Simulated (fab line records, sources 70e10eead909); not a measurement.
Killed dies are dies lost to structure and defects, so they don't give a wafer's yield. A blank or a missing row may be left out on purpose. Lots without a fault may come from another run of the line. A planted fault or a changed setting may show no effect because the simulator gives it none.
Which tool did it? | flow nand_harc | 6 lots, 17 wafers sampled, at 5 steps of a route of 1302

WHAT THE GAUGES READ, wafer by wafer
NHARC_END_SORT_01.
lot  | measured     | on        | killed_at_array
L336 | day 29 09:26 | prober-01 | 85 81

WHICH TOOL RAN EACH LOT (tool, then ch and the chambers of the sampled wafers, then the start)
lot  | NHARC_A_SLIT_ETCH_17             | NHARC_A_WL_FILL_ETCHBACK_05       | NHARC_A_WL_FILL_STRIP_27             | NHARC_A_WL_FILL_ETCHBACK_17
L328 | har_etch-02 ch 0,1, day 20 21:01 | rie_metal-01 ch 0,1, day 21 09:47 | plasma_asher-02 ch 0,1, day 21 09:56 | rie_metal-02 ch 0,1, day 21 21:17
L333 | har_etch-02 ch 0,1, day 23 23:11 | rie_metal-03 ch 0,1, day 24 12:45 | plasma_asher-01 ch 0,1, day 24 12:53 | rie_metal-02 ch 0,1, day 25 01:32
L336 | har_etch-01 ch 0,1, day 24 21:30 | rie_metal-01 ch 0,1, day 25 10:43 | plasma_asher-02 ch 1, day 25 10:50   | rie_metal-02 ch 0,1, day 25 22:04
L345 | har_etch-02 ch 0,1, day 28 04:53 | rie_metal-01 ch 0,1, day 28 17:43 | plasma_asher-01 ch 0,1, day 28 17:50 | rie_metal-02 ch 0,1, day 29 03:37
L343 | har_etch-02 ch 0,1, day 28 08:52 | rie_metal-03 ch 0,1, day 28 21:08 | plasma_asher-02 ch 0,1, day 28 21:17 | rie_metal-01 ch 0,1, day 29 07:27
L347 | har_etch-02 ch 0,1, day 29 18:46 | rie_metal-01 ch 0,1, day 30 08:08 | plasma_asher-02 ch 0,1, day 30 08:28 | rie_metal-03 ch 0,1, day 30 20:00
- NHARC_A_SLIT_ETCH_17: etches the open film in C4F8/O2/Ar, time 4254.5 s, target depth 20300 nm.
- NHARC_A_WL_FILL_ETCHBACK_05: etches the open film in Cl2/BCl3, target depth 22 nm, time 60 s.
- NHARC_A_WL_FILL_STRIP_27: strips in N2/H2, time 20 s.
- NHARC_A_WL_FILL_ETCHBACK_17: etches the open film in Cl2/BCl3, target depth 4 nm, time 26.7 s.

THE ANSWER, worked out from the rows above alone
Rule: what is usual is taken from the lots themselves. Put in order of their means at a reading, lots are off if they are a third of the lots or fewer, leave a main group of 4 or more, and stand apart from it by a gap of 3 or more times the standard deviation of the main group's means; of several such gaps the widest counts. A main group whose means are all the same, to the digits that the tables above print for the reading, isn't used. A lot without any number at a reading at which 4 lots or more have one is off too. The other lots that the step has rows for count as sound.
No lot is off at any reading shown: from this, nothing can be told.

WHAT THE SIMULATOR HAD PUT IN
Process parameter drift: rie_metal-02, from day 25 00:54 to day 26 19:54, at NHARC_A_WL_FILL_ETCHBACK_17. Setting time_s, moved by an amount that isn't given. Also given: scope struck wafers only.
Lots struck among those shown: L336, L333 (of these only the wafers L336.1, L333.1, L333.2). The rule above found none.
